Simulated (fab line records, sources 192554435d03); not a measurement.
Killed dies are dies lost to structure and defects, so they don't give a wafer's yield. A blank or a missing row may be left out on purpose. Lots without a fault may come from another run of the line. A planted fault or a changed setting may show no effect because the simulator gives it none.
Split-lot experiment | flow n5_finfet | 7 lots, 21 wafers read, on a route of 1938 steps

THE SPLIT
At N5_BEOL_M15_TRENCH_ETCH_34 (etches SiO2 in C4F8/O2/Ar, target depth 872.93 nm, time 199 s), the setting time_s was moved away from the recipe's 199 s on 6 of the 21 wafers read, by -16.1% to +17.6%. The other wafers ran this setting at the recipe's value.

FROM THE SPLIT TO THE READING: what the file shows between them, 7 steps
- N5_BEOL_M15_STRIP_36: strips in O2
- N5_BEOL_M15_ECD_47: material Cu, target thk 1860 nm
- N5_BEOL_M15_ANNEAL_48: time 90 s
- N5_BEOL_M15_CMP_49: polishes, stops on SiO2, t overpolish 4.9 s, target thk 850 nm
- N5_BEOL_M15_THK_MEAS_50: measures by xrf
- N5_BEOL_M15_PRE_CLEAN_52: time 15 s
- N5_BEOL_M15_DEP_53: deposits SiCN from 3MS/NH3, target thk 50 nm, time 17.8 s

THE READING
M15_RS, in ohm/sq, at N5_BEOL_M15_RS_MEAS_54 (measures by four-point-probe). Fault-free wafers of this fab line usually give 0.0217 ohm/sq, standard deviation 0.00036 ohm/sq.

wafer  | tool, chamber at the split | time_s as run, s | against the recipe | M15_RS, ohm/sq | against lot-mates on the recipe
L074.1 | rie_diel-05, 2             | 199              | recipe             | 0.0217         | -
L074.4 | rie_diel-05, 3             | 199              | recipe             | 0.0215         | -
L074.5 | rie_diel-05, 2             | 199              | recipe             | 0.0217         | -
L076.1 | rie_diel-05, 3             | 199              | recipe             | 0.0215         | -
L076.2 | rie_diel-05, 1             | 199              | recipe             | 0.0213         | -
L076.3 | rie_diel-05, 2             | 199              | recipe             | 0.0219         | -
L078.2 | rie_diel-05, 2             | 199              | recipe             | 0.0218         | -
L078.3 | rie_diel-05, 1             | 199              | recipe             | 0.0213         | -
L078.6 | rie_diel-05, 2             | 178.5            | -10.3%             | 0.0244         | +0.0029
L077.1 | rie_diel-02, 2             | 234.1            | +17.6%             | 0.0187         | -0.0032
L077.3 | rie_diel-02, 1             | 199              | recipe             | 0.0219         | -
L077.6 | rie_diel-02, 0             | 234.1            | +17.6%             | 0.0180         | -0.0039
L081.1 | rie_diel-04, 1             | 199              | recipe             | 0.0211         | -
L081.3 | rie_diel-04, 2             | 199              | recipe             | 0.0215         | -
L081.4 | rie_diel-04, 3             | 199              | recipe             | 0.0215         | -
L085.1 | rie_diel-02, 2             | 232.9            | +17.0%             | 0.0187         | -0.0033
L085.4 | rie_diel-02, 1             | 199              | recipe             | 0.0219         | -
L085.5 | rie_diel-02, 2             | 199              | recipe             | 0.0221         | -
L088.1 | rie_diel-05, 2             | 167              | -16.1%             | 0.0261         | +0.0050
L088.2 | rie_diel-05, 0             | 167              | -16.1%             | 0.0262         | +0.0051
L088.3 | rie_diel-05, 1             | 199              | recipe             | 0.0211         | -

THE FIT
A straight line over all 21 wafers: M15_RS changes by -0.000222 ohm/sq for each +1% of time_s; r = -0.97; the points scatter about the line by 0.00048 ohm/sq.
The same after taking each lot's own level away (the mean of its wafers on the recipe; 21 wafers): -0.000245 ohm/sq for each +1%; r = -0.98; scatter 0.00046 ohm/sq.
On that fit, the largest move of time_s shifts the reading by 0.0043 ohm/sq.
The lots' own levels span 0.02110 to 0.02200 ohm/sq, that is 2.5 times the standard deviation above.
So the lot-to-lot level changes the slope little: the two slopes agree.
Check: with one of the wafers moved furthest among these (+17.6%) left out of the fit, the line predicts -0.00435 ohm/sq for it against its lot-mates. It came out at -0.0032 ohm/sq against them.

OTHER SPLITS ON THESE WAFERS
These wafers also went through other splits before the reading. Each is held against what the fit with the lots' levels taken away leaves over:
other split on the same wafers    | wafers away from the commonest value | r with M15_RS (lot level and that fit taken away)
N5_BEOL_M14_TRENCH_ETCH_34 bias_w | 6                                    | -0.32
N5_BEOL_M14_SPUTTER_43 power_w    | 8                                    | -0.11
N5_BEOL_M15_ETCH_61 time_s        | 5                                    | -0.24

THE WHOLE CHAIN: every reading that the file lists as answering this split, in the file's order
step                       | what it does                                                   | reading                                                                          | change (the file's fit)               | r (the file's)
N5_BEOL_M15_TRENCH_ETCH_34 | etches SiO2 in C4F8/O2/Ar, target depth 872.93 nm, time 199 s  | etch.depth_nm (the simulator's own value, which no gauge read)                   | +9.24 nm for each +1% of the setting  | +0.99
N5_BEOL_M15_TRENCH_ETCH_34 | etches SiO2 in C4F8/O2/Ar, target depth 872.93 nm, time 199 s  | coat_of_BEOL_M15_COAT_22.thk_nm (the simulator's own value, which no gauge read) | -1.49 nm for each +1% of the setting  | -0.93
N5_BEOL_M15_CMP_49         | polishes, stops on SiO2, t overpolish 4.9 s, target thk 850 nm | Cu_of_BEOL_M15_ECD_47.thk_nm (the simulator's own value, which no gauge read)    | +9.23 nm for each +1% of the setting  | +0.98
N5_BEOL_M15_THK_MEAS_50    | measures by xrf                                                | M15_THK                                                                          | +8.94 for each +1% of the setting     | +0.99
N5_BEOL_M15_RS_MEAS_54     | measures by four-point-probe                                   | M15_RS                                                                           | -0.000236 for each +1% of the setting | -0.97

THE FILE'S OWN FIT
M15_RS changes by -0.000236 ohm/sq for each +1% of time_s, r = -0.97.
